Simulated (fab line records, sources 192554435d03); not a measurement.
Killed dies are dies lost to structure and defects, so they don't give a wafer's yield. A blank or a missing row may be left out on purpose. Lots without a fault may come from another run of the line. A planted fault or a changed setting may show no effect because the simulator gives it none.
Chamber matching | flow n5_finfet | N5_BEOL_M6_ETCH_72 on rie_diel-01: 4 sister chambers
The step etches underlayer in N2/H2, target depth 6.5 nm, time 5.2 s. 4 wafers are shown with their chamber, then 7 later ones without.

WAFERS WITH THEIR CHAMBER
wafer  | chamber | drypump_motor_current_A (A)
L075.6 | 3       | 6.1
L089.3 | 2       | 5.6
L091.3 | 0       | 5.2
L091.4 | 1       | 5.3

WAFERS WITHOUT THEIR CHAMBER
wafer  | drypump_motor_current_A (A)
L091.6 | 5.6
L095.1 | 5.2
L095.2 | 6.2
L095.3 | 5.6
L096.3 | 5.2
L096.5 | 5.2
L096.6 | 5.4

WHICH CHAMBER EACH WENT THROUGH
wafer  | from the rows above          | in truth
L091.6 | 2                            | 2
L095.1 | can't be placed: 0 or 1      | 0
L095.2 | 3                            | 3
L095.3 | 2                            | 2
L096.3 | can't be placed: 0 or 1      | 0
L096.5 | can't be placed: 0 or 1      | 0
L096.6 | can't be placed: 1 or 2 or 0 | 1
Placed correctly: 3 of 7. Can't be placed from these rows: 4 (the true chamber is among the candidates in 4). Placed wrongly: 0.
How it was worked out, from the rows above alone: a wafer's distance from a chamber is the root of the sum, over the readings, of the square of ((its reading less the chamber's mean) divided by the reading's scatter). The wafer belongs to the nearest chamber; if the next one is less than 2 further off, it can't be placed. A chamber's mean is the mean of its shown wafers. The scatter: with one shown wafer a chamber, the root of the mean of the squares of how far each hidden wafer lies from its nearest shown one.
